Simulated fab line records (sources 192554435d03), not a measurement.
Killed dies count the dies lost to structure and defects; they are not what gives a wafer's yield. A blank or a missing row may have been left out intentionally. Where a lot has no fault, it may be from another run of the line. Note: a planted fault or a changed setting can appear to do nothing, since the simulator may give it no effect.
fab line records    flow n5-finfet
record: lots: 7  wafers: 21  last-day: 16
route steps=1938 shown BEOL_M5@1124
lots that met no fault: from a run of the same line without faults
start-h: start of the lot's first displayed wafer, in hours after the record's first day    wait-h: how many hours have passed since the lot's step before this one    " same as the row above    L1.1+2: a row that stands for several wafers    - either no value or no given start    * or withheld: withheld    < > ~ a bound
route shown NAME@n: NAME is a module with steps in the file, n the number in the route of the first one    usual: average and standard deviation across the fault-free wafers    same: alike in all rows    chamber/n: place in a boat    sites: per-site readings    _std_site: the standard deviation of these    _edge_site: mean of outer sites minus mean of inner sites    radius-mm: for every site, how far away it sits from the centre of the wafer    mask NAME#n: copy n    behind: the tool/chamber that last shaped the wafer    hold: why the lot was held/for how many hours/how that ended    device: the transistor (n, p or np) that didn't switch    end of line: at the end of the route, the tests of the same wafers    a step without rows: its recipe alone    killed: the dies lost at the first sort to structure and to defects; this is not the yield of the wafer    map: a wafer's dies, marking killed ones x, the rest . and places with no die _
set.NAME: the run value of the setting; set.NAME@STEP: its run value at that earlier step    model.NAME: the simulator's own value behind a step, which no gauge read
lots at some steps of the route; a table a step, a row a wafer
services: the hour from which a tool's chamber was out of use, counted from the record's first day as start-h (under 0 if before that day), plus the number of hours and why
== steps ==
step: N5_BEOL_M5_PEB_09
recipe: peb-temp-c: 100  peb-time-s: 60  resist: CAR-EUV
step: N5_BEOL_M5_DEVELOP_10
recipe: develop-time-s: 30  developer: TMAH  resist: CAR-EUV  rinse-liquid: surfactant-rinse  dry: air-spin  dev-temp-c: 23
step: N5_BEOL_M5_CD_MEAS_11
recipe: target-cd-nm: 27.74  landing-energy-ev: 500  detector: se-inlens
usual: cd-nm: 27.95/0.24
lot.wafer  tool       chamber  start-h  wait-h  cd-nm
L133.2     cd-sem-01  0        175.34   -       28.24
L133.4     "          0        "        "       27.98
L133.6     "          0        "        "       28.14
L140.1     cd-sem-01  0        217.84   -       28.19
L140.2     "          0        "        "       27.94
L140.4     "          0        "        "       28.07
L141.1     cd-sem-03  0        237.19   -       27.85
L141.3     "          0        "        "       27.67
L141.5     "          0        "        "       27.51
L142.3     cd-sem-03  0        239.64   -       28.10
L142.5     "          0        "        "       27.36
L142.6     "          0        "        "       28.15
L145.1     cd-sem-03  0        266.61   -       27.68
L145.4     "          0        "        "       27.79
L145.5     "          0        "        "       27.76
L150.1     cd-sem-02  0        290.56   -       27.95
L150.5     "          0        "        "       27.74
L150.6     "          0        "        "       27.69
L151.2     cd-sem-02  0        292.17   -       27.97
L151.5     "          0        "        "       27.47
L151.6     "          0        "        "       27.49
step: N5_BEOL_M5_OVL_MEAS_12
recipe: points-per-wafer: 522
usual: M5_OVL: 0.0/0.61
lot.wafer  tool        chamber  start-h  wait-h  M5_OVL[nm]
L133.2     overlay-01  0        175.38   0.0     -0.6
L133.4     "           0        "        "       -0.6
L133.6     "           0        "        "       -0.3
L140.1     overlay-02  0        217.87   0.0     0.5
L140.2     "           0        "        "       0.2
L140.4     "           0        "        "       0.2
L141.1     overlay-02  0        237.22   0.0     -0.2
L141.3     "           0        "        "       -0.6
L141.5     "           0        "        "       -0.2
L142.3     overlay-01  0        239.68   0.0     0.5
L142.5     "           0        "        "       0.6
L142.6     "           0        "        "       0.3
L145.1     overlay-01  0        266.64   0.0     0.3
L145.4     "           0        "        "       0.0
L145.5     "           0        "        "       0.0
L150.1     overlay-02  0        290.59   0.0     -0.9
L150.5     "           0        "        "       -0.9
L150.6     "           0        "        "       -0.9
L151.2     overlay-02  0        292.21   0.0     0.7
L151.5     "           0        "        "       -0.7
L151.6     "           0        "        "       -0.2
step: N5_BEOL_M5_INSPECT_13
recipe: mode: adi  inspect-instrument: brightfield
usual: raw-defect-count: 423/89
lot.wafer  tool               chamber  start-h  wait-h  raw-defect-count
L133.2     defect-inspect-02  -        175.43   0.0     329
L133.4     "                  -        "        "       550
L133.6     "                  -        "        "       559
L140.1     defect-inspect-01  -        217.93   0.1     345
L140.2     "                  -        "        "       369
L140.4     "                  -        "        "       309
L141.1     defect-inspect-01  -        237.28   0.1     369
L141.3     "                  -        "        "       241
L141.5     "                  -        "        "       302
L142.3     defect-inspect-01  -        239.73   0.0     538
L142.5     "                  -        "        "       479
L142.6     "                  -        "        "       596
L145.1     defect-inspect-02  -        266.70   0.1     331
L145.4     "                  -        "        "       368
L145.5     "                  -        "        "       327
L150.1     defect-inspect-01  -        290.65   0.1     310
L150.5     "                  -        "        "       346
L150.6     "                  -        "        "       343
L151.2     defect-inspect-02  -        292.26   0.0     628
L151.5     "                  -        "        "       344
L151.6     "                  -        "        "       376
step: N5_BEOL_M5_DESCUM_16
recipe: chemistry: O2  time-s: 7  source-power-w: 50  bias-power-w: 20  pressure-mtorr: 20  rf-frequency-hz: 2.712e+07  temp-c: 40  resist: CAR-EUV  o2-flow-sccm: 225
usual: chamber-pressure-mTorr: 19.997/0.025  drypump-motor-current-A: 5.6/0.56  oes-product-au: 0.80/0.099  rf-vpp-V: 243.5/1.5  showerhead-plenum-p-Torr: 2.12/0.087  throttle-valve-pct: 20.36/0.21
lot.wafer  tool         chamber  start-h  wait-h  chamber-pressure-mTorr  drypump-motor-current-A  oes-product-au  rf-hours-counter-h  rf-vpp-V  showerhead-plenum-p-Torr  throttle-valve-pct
L133.2     rie-diel-03  1        175.47   0.0     19.980                  5.4                      0.75            173                 244.2     2.18                      20.29
L133.4     "            2        "        "       19.992                  5.2                      0.75            150                 245.1     2.19                      20.34
L133.6     "            1        "        "       20.023                  5.5                      0.75            -                   244.5     2.17                      20.32
L140.1     rie-diel-05  1        217.96   0.0     19.997                  6.0                      0.96            4                   242.3     2.06                      20.38
L140.2     "            2        "        "       20.013                  6.2                      0.70            187                 239.7     2.01                      20.65
L140.4     "            3        "        "       19.986                  6.7                      0.76            158                 242.6     2.00                      20.42
L141.1     rie-diel-01  1        237.34   0.1     19.951                  5.8                      0.87            51                  245.3     2.22                      20.26
L141.3     "            2        "        "       19.995                  6.4                      0.72            203                 244.9     2.15                      20.72
L141.5     "            0        "        "       19.991                  6.0                      0.99            -                   244.4     2.15                      20.34
L142.3     rie-diel-01  3        239.76   0.0     19.999                  4.9                      0.93            14                  242.5     2.14                      20.01
L142.5     "            2        "        "       20.001                  6.4                      0.71            -                   242.7     2.15                      20.71
L142.6     "            3        "        "       20.021                  4.9                      0.93            -                   244.2     2.14                      20.00
L145.1     rie-diel-05  2        266.74   0.0     19.997                  6.2                      0.69            201                 240.9     2.00                      20.68
L145.4     "            0        "        "       20.036                  4.7                      0.83            66                  242.7     2.03                      20.20
L145.5     "            2        "        "       19.994                  6.2                      0.70            -                   241.7     2.00                      20.66
L150.1     rie-diel-01  1        290.69   0.0     20.013                  5.8                      0.86            70                  244.9     2.21                      20.28
L150.5     "            2        "        "       19.964                  6.3                      0.71            -                   244.5     2.15                      20.73
L150.6     "            1        "        "       19.995                  5.8                      0.85            -                   244.5     2.21                      20.27
L151.2     rie-diel-05  2        292.37   0.1     20.000                  6.2                      0.69            210                 241.7     2.00                      20.69
L151.5     "            0        "        "       19.988                  4.7                      0.83            -                   243.4     2.02                      20.21
L151.6     "            3        "        "       19.985                  6.8                      0.74            -                   241.4     1.99                      20.45
step: N5_BEOL_M5_ETCH_72
recipe: chemistry: N2/H2  target: underlayer  target-depth-a: 65  mask-material: CAR-EUV  time-s: 5.2  ion-energy-ev: 200  pressure-mtorr: 30  source-w: 840  bias-w: 150  n2-flow-sccm: 200  h2-flow-sccm: 200  ends: cleared
step: N5_BEOL_M5_ETCH_61
recipe: chemistry: CF4  target: SiARC  target-depth-a: 156  mask-material: CAR-EUV  time-s: 26  ion-energy-ev: 80  pressure-mtorr: 40  source-w: 545  bias-w: 36  Ar_flow_sccm: 100  cf4-flow-sccm: 100  ends: cleared
usual: cf4-flow-sccm: 99.97/0.27  chamber-pressure-mTorr: 40.00/0.034  drypump-motor-current-A: 5.6/0.57  etch-rf-on-time-s: 25.7/0.48  oes-product-au: 0.69/0.086  rf-vpp-V: 184.4/1.4  showerhead-plenum-p-Torr: 2.16/0.081  throttle-valve-pct: 15.54/0.22
lot.wafer  tool         chamber  start-h  wait-h  cf4-flow-sccm  chamber-pressure-mTorr  drypump-motor-current-A  etch-rf-on-time-s  oes-product-au  rf-hours-counter-h  rf-vpp-V  showerhead-plenum-p-Torr  throttle-valve-pct
L133.2     rie-diel-03  1        175.52   0.0     100.26         39.99                   5.4                      25.7               0.64            173                 185.5     2.21                      15.48
L133.4     "            2        "        "       100.16         40.03                   5.1                      26.1               0.64            150                 184.4     2.22                      15.52
L133.6     "            1        "        "       99.55          39.99                   5.5                      26.0               0.64            -                   184.8     2.21                      15.49
L140.1     rie-diel-05  1        218.02   0.0     99.90          39.99                   6.0                      26.0               0.82            4                   183.5     2.10                      15.43
L140.2     "            2        "        "       99.77          39.98                   6.2                      26.4               0.61            187                 182.0     2.04                      15.76
L140.4     "            3        "        "       100.07         39.93                   6.8                      25.8               0.65            158                 182.1     2.06                      15.68
L141.1     rie-diel-01  1        237.39   0.0     100.19         40.00                   5.8                      25.1               0.76            51                  186.7     2.26                      15.41
L141.3     "            2        "        "       99.84          40.00                   6.3                      25.6               0.63            203                 185.4     2.21                      15.97
L141.5     "            0        "        "       100.09         39.94                   6.0                      25.0               0.86            -                   184.7     2.19                      15.37
L142.3     rie-diel-01  3        239.82   0.0     100.23         39.99                   4.9                      25.2               0.80            14                  186.7     2.20                      15.22
L142.5     "            2        "        "       100.00         40.07                   6.3                      25.7               0.62            -                   184.8     2.21                      15.96
L142.6     "            3        "        "       100.17         39.97                   4.9                      25.0               0.80            -                   186.0     2.20                      15.25
L145.1     rie-diel-05  2        266.79   0.0     99.61          40.06                   6.2                      26.2               0.59            201                 180.7     2.04                      15.80
L145.4     "            0        "        "       99.88          39.96                   4.7                      25.5               0.72            66                  184.4     2.09                      15.43
L145.5     "            2        "        "       100.33         39.93                   6.2                      26.2               0.59            -                   182.9     2.04                      15.78
L150.1     rie-diel-01  1        290.74   0.0     99.61          39.99                   5.8                      25.3               0.74            70                  187.1     2.25                      15.43
L150.5     "            2        "        "       100.22         39.98                   6.4                      25.7               0.62            -                   186.1     2.20                      15.99
L150.6     "            1        "        "       99.37          39.96                   5.8                      25.5               0.73            -                   186.6     2.25                      15.44
L151.2     rie-diel-05  2        292.43   0.0     99.87          39.93                   6.2                      26.3               0.59            210                 182.9     2.03                      15.81
L151.5     "            0        "        "       99.52          40.02                   4.7                      25.8               0.70            -                   182.5     2.08                      15.46
L151.6     "            3        "        "       100.13         40.03                   6.8                      26.0               0.63            -                   183.3     2.05                      15.73
step: N5_BEOL_M5_ETCH_62
recipe: chemistry: N2/H2  target: SOC  target-depth-a: 750  overetch-a: 150  mask-material: SiARC  temp-c: 40  time-s: 112.5  ion-energy-ev: 200  pressure-mtorr: 30  source-w: 840  bias-w: 150  n2-flow-sccm: 200  h2-flow-sccm: 200
usual: chamber-pressure-mTorr: 30.000/0.026  drypump-motor-current-A: 5.7/0.57  h2-flow-sccm: 200.1/0.61  oes-product-au: 0.63/0.073  rf-vpp-V: 524.7/3  showerhead-plenum-p-Torr: 2.57/0.1  throttle-valve-pct: 17.76/0.25
lot.wafer  tool         chamber  start-h  wait-h  chamber-pressure-mTorr  drypump-motor-current-A  h2-flow-sccm  oes-product-au  rf-hours-counter-h  rf-vpp-V  showerhead-plenum-p-Torr  throttle-valve-pct
L133.2     rie-diel-03  1        175.54   0.0     29.946                  5.5                      199.7         0.58            173                 527.8     2.64                      17.69
L133.4     "            2        "        "       30.013                  5.2                      200.4         0.59            150                 526.3     2.65                      17.65
L133.6     "            1        "        "       29.972                  5.5                      199.4         0.59            -                   526.0     2.64                      17.67
L140.1     rie-diel-05  1        218.04   0.0     30.091                  6.0                      201.6         0.75            4                   524.2     2.51                      17.91
L140.2     "            2        "        "       29.995                  6.2                      200.6         0.56            187                 520.4     2.42                      17.90
L140.4     "            3        "        "       30.008                  6.8                      200.1         0.60            158                 521.4     2.44                      17.85
L141.1     rie-diel-01  1        237.42   0.0     29.989                  5.8                      201.2         0.69            51                  528.0     2.69                      17.55
L141.3     "            2        "        "       30.012                  6.4                      200.8         0.58            203                 526.5     2.63                      18.29
L141.5     "            0        "        "       30.016                  6.0                      199.0         0.77            -                   525.3     2.61                      17.66
L142.3     rie-diel-01  3        239.84   0.0     29.998                  4.9                      199.8         0.73            14                  525.5     2.61                      17.44
L142.5     "            2        "        "       29.977                  6.4                      199.8         0.58            -                   526.1     2.63                      18.29
L142.6     "            3        "        "       30.035                  4.9                      200.8         0.72            -                   525.0     2.61                      17.42
L145.1     rie-diel-05  2        266.82   0.0     30.052                  6.2                      199.5         0.55            201                 520.9     2.42                      17.93
L145.4     "            0        "        "       29.980                  4.7                      199.8         0.66            66                  522.3     2.47                      17.59
L145.5     "            2        "        "       30.028                  6.2                      199.5         0.56            -                   520.2     2.42                      17.94
L150.1     rie-diel-01  1        290.77   0.0     30.032                  5.8                      201.0         0.67            70                  528.6     2.68                      17.56
L150.5     "            2        "        "       29.964                  6.4                      199.5         0.57            -                   526.3     2.63                      18.32
L150.6     "            1        "        "       29.988                  5.8                      200.2         0.68            -                   527.9     2.68                      17.57
L151.2     rie-diel-05  2        292.45   0.0     30.034                  6.2                      199.1         0.55            210                 519.9     2.41                      17.94
L151.5     "            0        "        "       30.006                  4.7                      199.6         0.65            -                   522.1     2.46                      17.60
L151.6     "            3        "        "       29.984                  6.8                      200.4         0.58            -                   521.0     2.43                      17.90
step: N5_BEOL_M5_STRIP_63
recipe: chemistry: N2/H2  temp-c: 40  n2-flow-sccm: 200  h2-flow-sccm: 200  rf-frequency-hz: 6e+07
step: N5_BEOL_M5_STRIP_73
recipe: chemistry: N2/H2  temp-c: 40  n2-flow-sccm: 200  h2-flow-sccm: 200  rf-frequency-hz: 6e+07
step: N5_BEOL_M5_STRIP_64
recipe: chemistry: CF4  resist: SiARC  power-w: 300  bias-power-w: 75  pressure-mtorr: 50  cf4-flow-sccm: 150  rf-frequency-hz: 6e+07
usual: cf4-flow-sccm: 150.0/0.42  chamber-pressure-mTorr: 50.00/0.045  drypump-motor-current-A: 5.6/0.57  oes-product-au: 0.79/0.091  power-w: 300.0/0.97  rf-vpp-V: 271.5/1.7  showerhead-plenum-p-Torr: 1.81/0.066  throttle-valve-pct: 13.51/0.23
lot.wafer  tool         chamber  start-h  wait-h  cf4-flow-sccm  chamber-pressure-mTorr  drypump-motor-current-A  oes-product-au  power-w  rf-hours-counter-h  rf-vpp-V  showerhead-plenum-p-Torr  throttle-valve-pct
L133.2     rie-diel-03  1        175.67   0.0     150.1          50.02                   5.5                      0.73            299.0    173                 272.4     1.85                      13.48
L133.4     "            2        "        "       150.0          50.05                   5.2                      0.74            299.6    150                 271.5     1.86                      13.50
L133.6     "            1        "        "       149.4          49.99                   5.4                      0.73            298.6    -                   272.5     1.85                      13.48
L140.1     rie-diel-05  1        218.17   0.0     150.2          49.92                   6.0                      0.94            299.2    4                   272.1     1.77                      13.37
L140.2     "            2        "        "       149.8          49.98                   6.2                      0.70            301.2    187                 269.7     1.71                      13.74
L140.4     "            3        "        "       149.9          50.01                   6.8                      0.75            300.7    158                 270.1     1.72                      13.63
L141.1     rie-diel-01  1        237.55   0.0     150.2          49.94                   5.8                      0.86            299.1    51                  274.2     1.89                      13.35
L141.3     "            2        "        "       150.3          50.11                   6.3                      0.71            299.7    203                 273.3     1.85                      13.94
L141.5     "            0        "        "       149.5          49.96                   6.0                      0.98            301.8    -                   272.5     1.83                      13.33
L142.3     rie-diel-01  3        239.97   0.0     149.6          50.01                   4.9                      0.90            298.5    14                  271.6     1.83                      13.15
L142.5     "            2        "        "       149.5          50.00                   6.4                      0.72            298.9    -                   273.0     1.85                      13.96
L142.6     "            3        "        "       149.9          49.95                   4.9                      0.91            298.9    -                   271.4     1.83                      13.18
L145.1     rie-diel-05  2        266.94   0.0     149.7          50.02                   6.2                      0.69            300.8    201                 269.1     1.71                      13.77
L145.4     "            0        "        "       149.6          50.05                   4.7                      0.82            299.5    66                  272.2     1.74                      13.37
L145.5     "            2        "        "       149.9          49.95                   6.2                      0.69            300.7    -                   268.7     1.71                      13.77
L150.1     rie-diel-01  1        290.89   0.0     150.4          50.02                   5.8                      0.84            300.3    70                  273.6     1.88                      13.36
L150.5     "            2        "        "       149.9          50.00                   6.4                      0.71            300.2    -                   271.3     1.84                      13.96
L150.6     "            1        "        "       150.0          50.01                   5.8                      0.84            301.1    -                   272.6     1.88                      13.38
L151.2     rie-diel-05  2        292.58   0.0     149.8          49.88                   6.2                      0.69            299.6    210                 270.0     1.70                      13.80
L151.5     "            0        "        "       150.1          49.97                   4.7                      0.81            300.8    -                   270.9     1.74                      13.40
L151.6     "            3        "        "       149.7          49.98                   6.8                      0.73            298.8    -                   268.7     1.71                      13.70
step: N5_BEOL_M5_HM_OPEN_17
recipe: chemistry: Cl2/BCl3  target-depth-a: 200  overetch-a: 60  target: TiN  mask-material: SOC  ion-energy-ev: 150  pressure-mtorr: 10  icp-w: 1000  bias-w: 126  Cl2_flow_sccm: 53.25  bcl3-flow-sccm: 21.75  Ar_flow_sccm: 25
usual: bcl3-flow-sccm: 21.75/0.057  bias-w: 126.1/0.38  chamber-pressure-mTorr: 10.000/0.01  drypump-motor-current-A: 5.7/0.44  oes-product-au: 0.68/0.07  throttle-valve-pct: 22.15/0.098
lot.wafer  tool          chamber  start-h  wait-h  bcl3-flow-sccm  bias-w  chamber-pressure-mTorr  drypump-motor-current-A  oes-product-au  rf-hours-counter-h  throttle-valve-pct  model.SOC_of_BEOL_M5_COAT_59.thk-nm
L133.2     rie-metal-02  0        175.71   0.0     21.81           126.3   9.997                   6.2                      0.69            24                  22.29               51.8
L133.4     "             1        "        "       21.82           126.7   9.998                   6.0                      0.69            -                   22.05               52
L133.6     "             1        "        "       21.85           126.5   9.989                   6.0                      0.69            -                   22.03               51.8
L140.1     rie-metal-03  1        218.21   0.0     -               -       -                       -                        -               -                   -                   60
L140.2     "             0        "        "       -               -       -                       -                        -               -                   -                   60
L140.4     "             0        "        "       -               -       -                       -                        -               -                   -                   60.2
L141.1     rie-metal-03  0        237.59   0.0     -               -       -                       -                        -               -                   -                   60.2
L141.3     "             1        "        "       -               -       -                       -                        -               -                   -                   60
L141.5     "             1        "        "       -               -       -                       -                        -               -                   -                   60
L142.3     rie-metal-02  1        240.04   0.1     -               -       -                       -                        -               -                   -                   60.2
L142.5     "             1        "        "       -               -       -                       -                        -               -                   -                   60
L142.6     "             0        "        "       -               -       -                       -                        -               -                   -                   60
L145.1     rie-metal-03  1        266.98   0.0     21.77           126.1   10.011                  6.0                      0.60            65                  22.13               52.2
L145.4     "             1        "        "       21.75           125.7   9.985                   6.0                      0.60            -                   22.14               52.4
L145.5     "             0        "        "       21.69           125.5   9.996                   5.1                      0.73            -                   22.23               52
L150.1     rie-metal-03  0        290.93   0.0     21.78           125.9   9.994                   5.1                      0.72            19                  22.25               52.4
L150.5     "             1        "        "       21.70           126.3   9.995                   5.9                      0.60            -                   22.13               52.4
L150.6     "             0        "        "       21.73           125.7   9.986                   5.1                      0.72            -                   22.26               52.6
L151.2     rie-metal-03  0        292.62   0.0     21.78           125.6   9.986                   5.1                      0.72            19                  22.27               52.4
L151.5     "             0        "        "       21.84           126.1   9.996                   5.1                      0.73            -                   22.27               52.4
L151.6     "             1        "        "       21.80           125.8   9.994                   5.9                      0.59            -                   22.13               52.4
step: N5_BEOL_M5_STRIP_19
recipe: chemistry: O2  power-w: 400  temp-c: 40  pressure-mtorr: 30  rf-frequency-hz: 6e+07  bias-power-w: 0  overash-fraction: 0.2  o2-flow-sccm: 225
usual: chamber-pressure-mTorr: 30.001/0.026  drypump-motor-current-A: 5.7/0.6  oes-product-au: 0.81/0.1  rf-vpp-V: 3.6/0.5  showerhead-plenum-p-Torr: 2.10/0.09  throttle-valve-pct: 16.60/0.21
lot.wafer  tool         chamber  start-h  wait-h  chamber-pressure-mTorr  drypump-motor-current-A  oes-product-au  rf-hours-counter-h  rf-vpp-V  showerhead-plenum-p-Torr  throttle-valve-pct
L133.2     rie-diel-03  3        175.87   0.1     30.034                  5.2                      0.77            123                 3.6       1.93                      16.45
L133.4     "            1        "        "       29.992                  5.4                      0.75            173                 3.6       2.18                      16.58
L133.6     "            3        "        "       29.977                  5.2                      0.77            -                   3.8       1.93                      16.46
L140.1     rie-diel-01  3        218.32   0.1     29.957                  4.9                      0.95            7                   4.0       2.14                      16.22
L140.2     "            1        "        "       29.993                  5.8                      0.90            44                  3.2       2.22                      16.45
L140.4     "            1        "        "       29.994                  5.8                      0.89            -                   2.7       2.22                      16.46
L141.1     rie-diel-05  2        237.73   0.1     29.935                  6.2                      0.70            193                 3.1       2.01                      16.91
L141.3     "            1        "        "       29.994                  6.0                      0.94            10                  4.3       2.06                      16.55
L141.5     "            0        "        "       29.965                  4.7                      0.85            -                   3.0       2.03                      16.44
L142.3     rie-diel-01  3        240.20   0.1     29.961                  4.9                      0.92            14                  3.4       2.14                      16.24
L142.5     "            1        "        "       29.968                  5.8                      0.87            -                   3.7       2.22                      16.48
L142.6     "            0        "        "       29.971                  6.0                      0.99            -                   2.9       2.15                      16.50
L145.1     rie-diel-01  1        267.10   0.1     29.999                  5.8                      0.86            61                  4.7       2.22                      16.48
L145.4     "            0        "        "       29.991                  6.0                      0.95            15                  3.6       2.15                      16.51
L145.5     "            0        "        "       29.983                  6.0                      0.95            -                   2.8       2.15                      16.50
L150.1     rie-diel-05  0        291.04   0.1     30.007                  4.7                      0.82            73                  3.1       2.03                      16.47
L150.5     "            2        "        "       30.013                  6.2                      0.69            -                   4.0       2.00                      16.97
L150.6     "            1        "        "       29.971                  6.0                      0.90            -                   2.8       2.06                      16.57
L151.2     rie-diel-03  0        292.84   0.2     30.029                  5.4                      0.99            4                   3.9       2.16                      16.30
L151.5     "            3        "        "       29.992                  5.2                      0.73            -                   3.9       1.92                      16.55
L151.6     "            0        "        "       29.992                  5.4                      0.99            -                   3.3       2.16                      16.28
step: N5_BEOL_M5_CD_MEAS_18
recipe: pitch-nm: 56  target-cd-nm: 28
usual: cd-nm: 28.02/0.28
lot.wafer  tool       chamber  start-h  wait-h  cd-nm
L133.2     cd-sem-03  -        175.94   0.1     28.08
L133.4     "          -        "        "       28.14
L133.6     "          -        "        "       28.18
L140.1     cd-sem-02  -        218.39   0.0     -
L140.2     "          -        "        "       -
L140.4     "          -        "        "       -
L141.1     cd-sem-03  -        237.80   0.0     -
L141.3     "          -        "        "       -
L141.5     "          -        "        "       -
L142.3     cd-sem-01  -        240.28   0.1     -
L142.5     "          -        "        "       -
L142.6     "          -        "        "       -
L145.1     cd-sem-02  -        267.17   0.0     27.84
L145.4     "          -        "        "       27.73
L145.5     "          -        "        "       27.31
L150.1     cd-sem-02  -        291.11   0.0     27.80
L150.5     "          -        "        "       27.39
L150.6     "          -        "        "       27.59
L151.2     cd-sem-02  -        292.92   0.1     27.77
L151.5     "          -        "        "       27.84
L151.6     "          -        "        "       27.63
step: N5_BEOL_M5_COAT_65
recipe: resist: SOC  temp-c: 250  time-s: 60  spin-rpm: 1500  resist-thk-nm: 60
== services ==
tool         chamber  start-h  hours  kind
rie-diel-01  0        171.33   5.5    repair
rie-diel-01  3        177.07   -      clean
rie-diel-01  3        177.07   -      consumable-replace:focus-ring
rie-diel-01  3        177.07   20.5   scheduled-down
rie-diel-01  3        177.07   20.5   vent-cycle
rie-diel-05  1        180.70   -      clean
rie-diel-05  1        180.70   -      consumable-replace:focus-ring
rie-diel-05  1        180.70   22.6   scheduled-down
rie-diel-05  1        180.70   22.6   vent-cycle
rie-diel-01  0        197.61   -      clean
rie-diel-01  0        197.61   -      consumable-replace:focus-ring
rie-diel-01  0        197.61   26.5   scheduled-down
rie-diel-01  0        197.61   26.5   vent-cycle
rie-diel-01  -        202.49   2.8    pm
rie-diel-01  2        247.19   13.3   repair
rie-diel-03  2        251.67   11.3   repair
rie-diel-03  0        263.00   -      clean
rie-diel-03  0        263.00   -      consumable-replace:focus-ring
rie-diel-03  0        263.00   18.7   scheduled-down
rie-diel-03  0        263.00   18.7   vent-cycle
rie-diel-01  2        276.08   10.4   repair
rie-diel-03  1        291.76   7.9    repair
== key ==
first-sign: step: N5_BEOL_M5_HM_OPEN_17  reading: tool-record  direction: missing
effect: step: N5_BEOL_M5_CD_MEAS_18  reading: cd-nm  direction: missing
model-effect: step: N5_BEOL_M5_HM_OPEN_17  value: SOC_of_BEOL_M5_COAT_59.thk-nm  without: 52.18  struck: 60.07
met-at N5_BEOL_M5_HM_OPEN_17
struck-wafers L140.1,L140.2,L140.4,L141.1,L141.3,L141.5,L142.3,L142.5,L142.6
later-rows-left-out L140.1,L140.2,L140.4,L141.1,L141.3,L141.5,L142.3,L142.5,L142.6
sort-left-out L140.1,L140.2,L140.4,L141.1,L141.3,L141.5,L142.3,L142.5,L142.6
onset-between 175.71 218.21
fault: kind: skipped-step-whole  tool: rie-metal-02,rie-metal-03  chamber: -  onset-h: 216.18  steps: N5_BEOL_M5_HM_OPEN_17  scope: struck-lots-only
sort-left-out: the simulated sort isn't trusted on such a fault, so these wafers' sort isn't shown, and their yield isn't known
later-rows-left-out: the simulator's readings of these wafers behind a module that went badly wrong aren't trusted and aren't shown, but for the sort
